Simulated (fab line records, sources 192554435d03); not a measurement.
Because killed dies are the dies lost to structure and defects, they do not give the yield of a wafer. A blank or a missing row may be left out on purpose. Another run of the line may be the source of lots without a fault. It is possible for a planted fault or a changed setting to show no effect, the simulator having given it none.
Chamber matching	flow n5_finfet	N5_BEOL_M7_CURE_75 on uv_cure-01 has 3 sister chambers
The step cures SiCOH lowk, time 120 s. 14 wafers are shown with their chamber, then 7 later ones without.

## EACH WAFER AND ITS CHAMBER
wafer	chamber	wafer_temp_C_max	lamp_power_pct (%)
L078.1	1	372.3	52.33
L078.5	1	372.1	52.31
L078.6	1	374.1	52.30
L079.1	0	371.5	52.37
L079.4	0	371.4	52.29
L079.5	0	371.6	52.27
L083.2	1	372.6	52.35
L083.3	1	373.0	52.32
L083.5	1	372.2	52.30
L088.4	1	372.1	52.33
L088.5	1	374.4	52.27
L088.6	1	372.2	52.34
L092.1	2	371.5	52.23
L092.2	2	370.7	52.28

SIGNATURES (means of the wafers above)
reading	chamber 0	chamber 1	chamber 2	scatter within a chamber
wafer_temp_C_max	371.500	372.778	371.100	0.776
lamp_power_pct	52.3100	52.3167	52.2550	0.0325
Rule: distance of a wafer from a chamber = root of the sum over the readings of ((wafer's reading minus chamber's mean) / reading's scatter) squared. The wafer belongs to the nearest chamber; if the next one is less than 2 further off, it can't be placed. The scatter is the square root of a quotient: the sum, over the shown wafers, of each reading's squared deviation from its chamber's mean, divided by wafers minus chambers.

## WAFERS WITH NO CHAMBER GIVEN
wafer	wafer_temp_C_max	lamp_power_pct (%)
L092.3	370.7	52.28
L093.2	371.2	52.38
L093.4	371.1	52.34
L093.5	371.0	52.29
L095.2	371.5	52.31
L095.5	372.0	52.26
L095.6	371.1	52.26

## THE CHAMBER EACH PASSED THROUGH
wafer	from the rows above	in truth
L092.3	can't be placed: 2 or 0 or 1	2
L093.2	can't be placed: 0 or 1 or 2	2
L093.4	can't be placed: 0 or 1 or 2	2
L093.5	can't be placed: 0 or 2 or 1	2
L095.2	can't be placed: 0 or 1 or 2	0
L095.5	can't be placed: 2 or 0 or 1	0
L095.6	can't be placed: 2 or 0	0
Correct placement for 0 of the 7. Unplaceable from these rows: 7, with the true chamber sitting among the candidates in 7. 0 placed wrongly.
